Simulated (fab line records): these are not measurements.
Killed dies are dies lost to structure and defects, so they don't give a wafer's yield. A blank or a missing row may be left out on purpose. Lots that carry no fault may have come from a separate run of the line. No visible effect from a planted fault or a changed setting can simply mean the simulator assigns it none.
Chamber matching	flow nandHarc	NHARC_A_CHANNEL_FILL_D1_ALD_02 on aldHk-01 has 4 sister chambers
The step deposits SiO2, target thk 6 nm, pulse time 10 s, ald cycles 60. 8 wafers are shown with their chamber, then 7 later ones without.

## WAFERS, EACH WITH ITS CHAMBER
wafer	chamber	heaterPowerW (W)	susceptorTempC (C)
L717.4	0	431	300.33
L723.3	0	423	299.89
L724.4	1	502	299.86
L724.5	1	500	299.91
L725.1	3	382	299.85
L725.3	2	453	299.76
L725.5	3	380	299.80
L726.1	2	426	300.22

## WAFERS WITH NO CHAMBER GIVEN
wafer	heaterPowerW (W)	susceptorTempC (C)
L726.3	422	300.22
L726.5	378	300.03
L729.1	540	299.83
L729.2	421	300.11
L729.6	380	300.00
L738.4	377	299.79
L738.6	382	299.71

## CHAMBER TAKEN BY EACH
wafer	from the rows above	in truth
L726.3	can't be placed: 0 or 2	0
L726.5	3	3
L729.1	1	1
L729.2	can't be placed: 0 or 2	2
L729.6	3	3
L738.4	3	3
L738.6	3	3
Correct placement for 5 of the 7. These rows do not allow placing 2 (true chamber among the candidates in 2). 0 placed wrongly.
How it was worked out, from the rows above alone: a wafer's distance from a chamber is the root of the sum, over the readings, of the square of ((its reading less the chamber's mean) divided by the reading's scatter). If the next closest chamber is less than 2 further off than the closest, the wafer can't be placed; otherwise it belongs to the closest. Each chamber's mean is taken over the wafers shown for it. How the scatter is found: for the shown wafers, subtract from each reading the mean of its chamber, square and add these, divide the total by (wafers less chambers), then take the root.
